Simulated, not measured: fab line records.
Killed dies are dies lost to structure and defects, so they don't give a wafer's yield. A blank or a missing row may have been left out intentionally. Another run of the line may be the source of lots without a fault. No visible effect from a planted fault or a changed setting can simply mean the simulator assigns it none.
The tool behind it: which one? ; flow n5 finfet ; Sampling: 24 lots, 72 wafers, 3 of 1938 route steps

WHAT EACH GAUGE READ, for each wafer
N5_HKMG_FIN_THK_MEAS_70: measures by xrf. Usual: HK_THK 1.621 nm, standard deviation 0.016.
lot;measured;on;HK_THK (nm);flag
L074;day 4 03:52;film metro-02;1.609 1.628 1.584;
L075;day 4 10:39;film metro-01;1.625 1.620 1.610;
L076;day 4 17:01;film metro-02;1.618 1.625 1.614;
L077;day 4 22:52;film metro-01;1.635 1.626 1.631;
L078;day 5 02:44;film metro-01;1.624 1.612 1.622;
L079;day 5 11:20;film metro-02;1.616 1.642 1.618;
L080;day 5 18:43;film metro-02;1.624 1.662 1.623;
L081;day 5 20:11;film metro-02;1.608 1.646 1.647;
L082;day 6 02:56;film metro-01;1.607 1.622 1.618;
L083;day 6 10:22;film metro-01;1.633 1.634 1.616;
L084;day 6 16:50;film metro-02;1.617 1.613 1.612;
L085;day 6 21:55;film metro-01;1.608 1.614 1.589;
L086;day 7 08:16;film metro-01;1.624 1.621 1.636;
L087;day 7 09:27;film metro-01;1.631 1.635 1.616;
L088;day 7 16:10;film metro-02;1.606 1.612 1.643;
L089;day 7 22:13;film metro-02;1.640 1.631 1.602;
L090;day 8 03:32;film metro-02;1.617 1.624 1.625;
L091;day 8 08:58;film metro-02;1.611 1.644 1.617;
L092;day 8 14:43;film metro-01;1.630 1.624 1.628;
L093;day 8 20:03;film metro-01;1.609 1.621 1.593;
L094;day 9 03:05;film metro-01;1.603 1.622 1.621;
L095;day 9 07:51;film metro-01;1.653 1.665 1.628;
L096;day 9 17:40;film metro-02;1.629 1.653 1.620;
L097;day 9 19:17;film metro-01;1.606 1.625 1.637;

TOOL THAT RAN EACH LOT (tool first, then ch and the chambers of the sampled wafers, then the start)
lot;N5_SDB_ETCH_25;N5_HKMG_FIN_CVD_62
L074;rie diel-05 ch 0,1,2, day 3 20:03;thermal cvd si-02 ch 1,2, day 4 03:11
L075;rie diel-05 ch 0,1, day 4 03:17;thermal cvd si-01 ch 0,2, day 4 09:55
L076;rie diel-04 ch 0,1, day 4 09:36;thermal cvd si-02 ch 0,1,2, day 4 16:20
L077;rie diel-04 ch 2,3, day 4 15:05;thermal cvd si-01 ch 0,2, day 4 22:04
L078;rie diel-06 ch 0,1,3, day 4 19:19;thermal cvd si-02 ch 1,2, day 5 02:03
L079;rie diel-05 ch 1,2,3, day 5 02:12;thermal cvd si-01 ch 0,1,2, day 5 10:31
L080;rie diel-06 ch 1,3, day 5 10:34;thermal cvd si-02 ch 0,2, day 5 17:57
L081;rie diel-05 ch 0,1,3, day 5 12:49;thermal cvd si-01 ch 1,2, day 5 19:30
L082;rie diel-06 ch 0,1,2, day 5 19:14;thermal cvd si-02 ch 1,2, day 6 02:13
L083;rie diel-06 ch 0,1, day 6 03:01;thermal cvd si-01 ch 1,2, day 6 09:41
L084;rie diel-06 ch 1,2, day 6 09:10;thermal cvd si-02 ch 1,2, day 6 16:05
L085;rie diel-06 ch 1,3, day 6 14:24;thermal cvd si-01 ch 0,2, day 6 21:01
L086;rie diel-04 ch 0,2,3, day 7 00:47;thermal cvd si-01 ch 0,1,2, day 7 07:35
L087;rie diel-06 ch 1,2,3, day 7 01:49;thermal cvd si-01 ch 0,1,2, day 7 08:47
L088;rie diel-06 ch 0,3, day 7 08:49;thermal cvd si-01 ch 1,2, day 7 15:29
L089;rie diel-04 ch 0,2,3, day 7 14:56;thermal cvd si-02 ch 0,1,2, day 7 21:32
L090;rie diel-05 ch 0,1,3, day 7 19:59;thermal cvd si-01 ch 0,1, day 8 02:46
L091;rie diel-06 ch 1,2,3, day 8 01:17;thermal cvd si-02 ch 0,1, day 8 08:07
L092;rie diel-05 ch 1,2, day 8 07:04;thermal cvd si-01 ch 0,1,2, day 8 14:05
L093;rie diel-05 ch 2,3, day 8 12:16;thermal cvd si-02 ch 0,2, day 8 19:22
L094;rie diel-04 ch 1,2,3, day 8 19:08;thermal cvd si-01 ch 1,2, day 9 02:24
L095;rie diel-06 ch 0,1,2, day 8 23:52;thermal cvd si-02 ch 0,2, day 9 07:04
L096;rie diel-06 ch 1,2, day 9 09:45;thermal cvd si-01 ch 1,2, day 9 16:59
L097;rie diel-05 ch 0,1,2, day 9 12:04;thermal cvd si-02 ch 0,2, day 9 18:37
- N5_SDB_ETCH_25: etches SiO2 in C4F6/O2, target depth 10 nm, time 3.3 s.
- N5_HKMG_FIN_CVD_62: deposits a-Si from Si2H6, target thk 3 nm, time 20.8 s.

AS READ BY THE TOOLS THEMSELVES (means over the sampled wafers that have a number; for cases with no such wafer, the mark the record gives instead)
N5_SDB_ETCH_25. Usual: drypump motor current A 5.7 A, standard deviation 0.51; oes_ar_750_au 0.79 a.u., standard deviation 0.086; oes product au 0.79 a.u., standard deviation 0.09; rf vpp V 665 V, standard deviation 14; showerhead plenum p Torr 2.81 Torr, standard deviation 0.098; throttle valve pct 21.22 %, standard deviation 0.21.
lot;tool;drypump motor current A (A);oes_ar_750_au (a.u.);oes product au (a.u.);rf vpp V (V);showerhead plenum p Torr (Torr);throttle valve pct (%);flag
L074;rie diel-05;6.1;0.79;0.81;669;2.79;21.20;
L075;rie diel-05;5.9;0.77;0.76;664;2.79;21.32;
L076;rie diel-04;5.9;0.91;0.89;646;2.94;21.36;
L077;rie diel-04;4.9;0.75;0.75;674;2.83;21.36;
L078;rie diel-06;5.7;0.71;0.71;663;2.75;21.31;
L079;rie diel-05;6.0;0.79;0.80;669;2.80;21.15;
L080;rie diel-06;5.4;0.74;0.73;660;2.69;21.35;
L081;rie diel-05;5.7;0.77;0.77;664;2.79;21.30;
L082;rie diel-06;5.9;0.80;0.81;661;2.77;21.16;
L083;rie diel-06;6.2;0.70;0.70;660;2.75;21.33;
L084;rie diel-06;5.6;0.81;0.81;658;2.71;21.18;
L085;rie diel-06;5.3;0.88;0.90;665;2.74;21.12;
L086;rie diel-04;5.3;0.74;0.73;669;2.89;21.33;
L087;rie diel-06;5.4;0.86;0.87;664;2.77;21.05;
L088;rie diel-06;6.0;0.76;0.77;665;2.81;21.22;
L089;rie diel-04;5.3;0.73;0.73;669;2.89;21.34;
L090;rie diel-05;5.7;0.75;0.75;663;2.78;21.32;
L091;rie diel-06;5.4;0.85;0.86;664;2.76;21.08;
L092;rie diel-05;6.4;0.77;0.78;674;2.79;21.10;
L093;rie diel-05;5.8;0.78;0.78;682;2.84;21.15;
L094;rie diel-04;5.2;0.77;0.76;663;2.86;21.41;
L095;rie diel-06;5.9;0.76;0.77;661;2.77;21.19;
L096;rie diel-06;5.6;0.83;0.85;663;2.78;21.02;
L097;rie diel-05;6.1;0.75;0.75;668;2.77;21.26;

N5_HKMG_FIN_CVD_62. Usual: heater power w reads 1469 W (standard deviation 81).
lot;tool;heater power w (W);flag
L074;thermal cvd si-02;1373;
L075;thermal cvd si-01;1526;
L076;thermal cvd si-02;1408;
L077;thermal cvd si-01;1564;
L078;thermal cvd si-02;1382;
L079;thermal cvd si-01;1517;
L080;thermal cvd si-02;1437;
L081;thermal cvd si-01;1558;
L082;thermal cvd si-02;1362;
L083;thermal cvd si-01;1544;
L084;thermal cvd si-02;1371;
L085;thermal cvd si-01;1561;
L086;thermal cvd si-01;1516;
L087;thermal cvd si-01;1519;
L088;thermal cvd si-01;1540;
L089;thermal cvd si-02;1412;
L090;thermal cvd si-01;1482;
L091;thermal cvd si-02;1411;
L092;thermal cvd si-01;1530;
L093;thermal cvd si-02;1409;
L094;thermal cvd si-01;1541;
L095;thermal cvd si-02;1430;
L096;thermal cvd si-01;1577;
L097;thermal cvd si-02;1421;

THE ANSWER, worked out from the rows above alone
Rule: lot off if the mean of its wafers having a number is beyond 3 standard deviations from the usual mean. A lot without any number at a reading at which 4 lots or more have one is off too. Where the step has rows for the other lots, those lots are counted as sound. Order of review: gauges by route order, followed by the tools' own readings, for which a lot's mean as printed above is used. At the first step where some lot is off, the reading lying furthest off is the one used; lots without a number count as furthest.
No lot is off at any reading shown: from this, nothing can be told.

WHAT THE SIMULATOR HAD INSERTED
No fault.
